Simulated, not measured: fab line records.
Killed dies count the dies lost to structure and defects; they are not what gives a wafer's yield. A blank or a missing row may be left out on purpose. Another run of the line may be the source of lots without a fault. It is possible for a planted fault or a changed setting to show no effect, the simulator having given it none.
The tool behind it: which one? | flow nand_harc | 11 lots, 33 wafers sampled, at 5 steps of a route of 1159

== WHAT EACH GAUGE READ, for each wafer ==
NHARC_END_SORT_01.
lot  | measured     | on        | killed_at_array
L879 | day 23 15:31 | prober-02 | 677 674 676
L880 | day 22 22:19 | prober-02 | 676 674 676
L884 | day 23 22:34 | prober-02 | 675 677 670
L886 | day 24 12:34 | prober-02 | 35 35 36

== WHICH TOOL RAN EACH LOT (tool, then ch and the chambers of the sampled wafers, then the start) ==
lot  | NHARC_A_CONTACT_ETCH_75            | NHARC_A_CONTACT_ETCH_125             | NHARC_A_CONTACT_ETCH_126             | NHARC_A_CONTACT_ETCH_91
L870 | rie_diel-13 ch 0,1,2, day 16 21:56 | har_cap_etch-01 ch 0,1, day 16 23:20 | har_cap_etch-01 ch 0,1, day 16 23:28 | rie_diel-13 ch 0,1,3, day 17 01:02
L869 | rie_diel-13 ch 1,2, day 16 23:44   | har_cap_etch-02 ch 0,1, day 17 01:01 | har_cap_etch-02 ch 0,1, day 17 01:09 | rie_diel-06 ch 1,2,3, day 17 02:44
L873 | rie_diel-13 ch 0,2,3, day 17 11:12 | har_cap_etch-03 ch 0,1, day 17 12:33 | har_cap_etch-03 ch 0,1, day 17 12:44 | rie_diel-13 ch 1,2,3, day 17 14:44
L874 | rie_diel-13 ch 0,1,2, day 19 06:40 | har_cap_etch-02 ch 0,1, day 19 08:04 | har_cap_etch-02 ch 0,1, day 19 08:12 | rie_diel-09 ch 0,2,3, day 19 09:46
L878 | rie_diel-06 ch 1,2,3, day 19 12:06 | har_cap_etch-01 ch 1, day 19 14:11   | har_cap_etch-01 ch 1, day 19 14:20   | rie_diel-06 ch 1,2, day 19 15:54
L879 | rie_diel-09 ch 0,3, day 19 13:47   | har_cap_etch-02 ch 0,1, day 19 15:18 | har_cap_etch-02 ch 0,1, day 19 15:26 | rie_diel-13 ch 1,2,3, day 19 16:58
L880 | rie_diel-13 ch 0,1,2, day 19 19:13 | har_cap_etch-01 ch 0,1, day 19 20:31 | har_cap_etch-01 ch 0,1, day 19 20:39 | rie_diel-06 ch 1,2, day 19 22:11
L884 | rie_diel-13 ch 1,3, day 20 07:18   | har_cap_etch-01 ch 0,1, day 20 08:35 | har_cap_etch-01 ch 0,1, day 20 08:44 | rie_diel-13 ch 0,2,3, day 20 10:14
L886 | rie_diel-06 ch 1,2, day 20 17:32   | har_cap_etch-02 ch 0,1, day 20 18:47 | har_cap_etch-02 ch 0,1, day 20 18:55 | rie_diel-09 ch 1,2,3, day 20 20:32
L885 | rie_diel-13 ch 1,2,3, day 20 21:55 | har_cap_etch-02 ch 0,1, day 20 23:08 | har_cap_etch-02 ch 0,1, day 20 23:17 | rie_diel-13 ch 1,2,3, day 21 00:52
L890 | rie_diel-09 ch 0,1,2, day 22 03:13 | har_cap_etch-02 ch 0,1, day 22 04:36 | har_cap_etch-02 ch 0,1, day 22 04:44 | rie_diel-06 ch 0,2,3, day 22 06:19
- NHARC_A_CONTACT_ETCH_75: etches the open film in CF4, target depth 39 nm, time 65 s.
- NHARC_A_CONTACT_ETCH_125: etches the open film in C4F8/O2/Ar, time 155 s, target depth 956 nm.
- NHARC_A_CONTACT_ETCH_126: etches the open film in C4F8/O2/Ar, time 155 s, target depth 956 nm.
- NHARC_A_CONTACT_ETCH_91: etches the open film in CH3F/O2, target depth 40 nm, time 85.7 s.

== THE ANSWER, worked out from the rows above alone ==
Rule: usual is defined by the lots themselves. Put in order of their means at a reading, lots are off if they are a third of the lots or fewer, leave a main group of 4 or more, and stand apart from it by a gap of 3 or more times the standard deviation of the main group's means; of several such gaps the widest counts. A main group whose means are all the same, to the digits that the tables above print for the reading, isn't used. A lot without any number at a reading at which 4 lots or more have one is off too. Where the step has rows for the other lots, those lots are counted as sound.
No lot is off on any of the readings shown, so nothing can be concluded from this.

== WHAT HAD BEEN PUT IN BY THE SIMULATOR ==
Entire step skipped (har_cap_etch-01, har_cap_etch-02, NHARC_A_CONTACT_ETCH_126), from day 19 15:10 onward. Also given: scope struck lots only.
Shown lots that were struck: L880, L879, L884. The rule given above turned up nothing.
